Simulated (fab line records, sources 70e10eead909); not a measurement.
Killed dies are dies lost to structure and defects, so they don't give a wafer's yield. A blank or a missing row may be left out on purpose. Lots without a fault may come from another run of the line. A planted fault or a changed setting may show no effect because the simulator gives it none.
Which tool did it? | flow nand_harc | 12 lots, 36 wafers sampled, at 3 steps of a route of 1302

WHAT THE GAUGES READ, wafer by wafer
NHARC_P_CONTACT_INSPECT_14.
lot  | measured     | on                | raw_defect_count
L075 | day 6 10:59  | defect_inspect-02 | 1 9 5
L077 | day 7 11:16  | defect_inspect-01 | 3 2 0
L079 | day 8 00:37  | defect_inspect-02 | 4 9 5
L081 | day 8 21:40  | defect_inspect-02 | 7 5 10
L084 | day 9 21:38  | defect_inspect-02 | 7 4 1
L085 | day 10 09:25 | defect_inspect-01 | 3 6 9
L087 | day 11 23:25 | defect_inspect-01 | 0 7 1
L089 | day 12 01:59 | defect_inspect-02 | 5 2 11
L091 | day 13 01:02 | defect_inspect-01 | 2 4 2
L093 | day 13 16:47 | defect_inspect-01 | 1 2 2
L095 | day 14 16:20 | defect_inspect-02 | 5 7 8
L097 | day 15 08:59 | defect_inspect-01 | 4 10 5

WHICH TOOL RAN EACH LOT (tool, then ch and the chambers of the sampled wafers, then the start)
lot  | NHARC_P_GATE_STRIP_111               | NHARC_P_CONTACT_DEP_00
L075 | plasma_asher-02 ch 0,1, day 6 03:13  | pecvd-02 ch 0,1,2, day 6 10:59 or earlier
L077 | plasma_asher-01 ch 0,1, day 7 03:25  | pecvd-02 ch 0,1,2, day 7 11:16 or earlier
L079 | plasma_asher-01 ch 0,1, day 7 16:53  | pecvd-04 ch 0,1, day 8 00:37 or earlier
L081 | plasma_asher-02 ch 0,1, day 8 13:56  | pecvd-02 ch 1,2, day 8 21:40 or earlier
L084 | plasma_asher-02 ch 0,1, day 9 13:58  | pecvd-04 ch 0,1, day 9 21:38 or earlier
L085 | plasma_asher-01 ch 1, day 10 01:52   | pecvd-02 ch 0,2, day 10 09:25 or earlier
L087 | plasma_asher-01 ch 0,1, day 11 15:56 | pecvd-01 ch 0,1, day 11 23:25 or earlier
L089 | plasma_asher-01 ch 0,1, day 11 17:58 | pecvd-02 ch 0,2, day 12 01:59 or earlier
L091 | plasma_asher-01 ch 0,1, day 12 17:19 | pecvd-01 ch 0,2, day 13 01:02 or earlier
L093 | plasma_asher-01 ch 0,1, day 13 09:05 | pecvd-04 ch 0,1, day 13 16:47 or earlier
L095 | plasma_asher-02 ch 0,1, day 14 08:34 | pecvd-01 ch 0,2, day 14 16:20 or earlier
L097 | plasma_asher-02 ch 0,1, day 15 01:25 | pecvd-04 ch 0,1,2, day 15 08:59 or earlier
- NHARC_P_GATE_STRIP_111: strips in N2/H2, time 250 s.
- NHARC_P_CONTACT_DEP_00: deposits SiO2, target thk 500 nm.

THE ANSWER, worked out from the rows above alone
Rule: what is usual is taken from the lots themselves. Put in order of their means at a reading, lots are off if they are a third of the lots or fewer, leave a main group of 4 or more, and stand apart from it by a gap of 3 or more times the standard deviation of the main group's means; of several such gaps the widest counts. A main group whose means are all the same, to the digits that the tables above print for the reading, isn't used. A lot without any number at a reading at which 4 lots or more have one is off too. The other lots that the step has rows for count as sound.
No lot is off at any reading shown: from this, nothing can be told.

WHAT THE SIMULATOR HAD PUT IN
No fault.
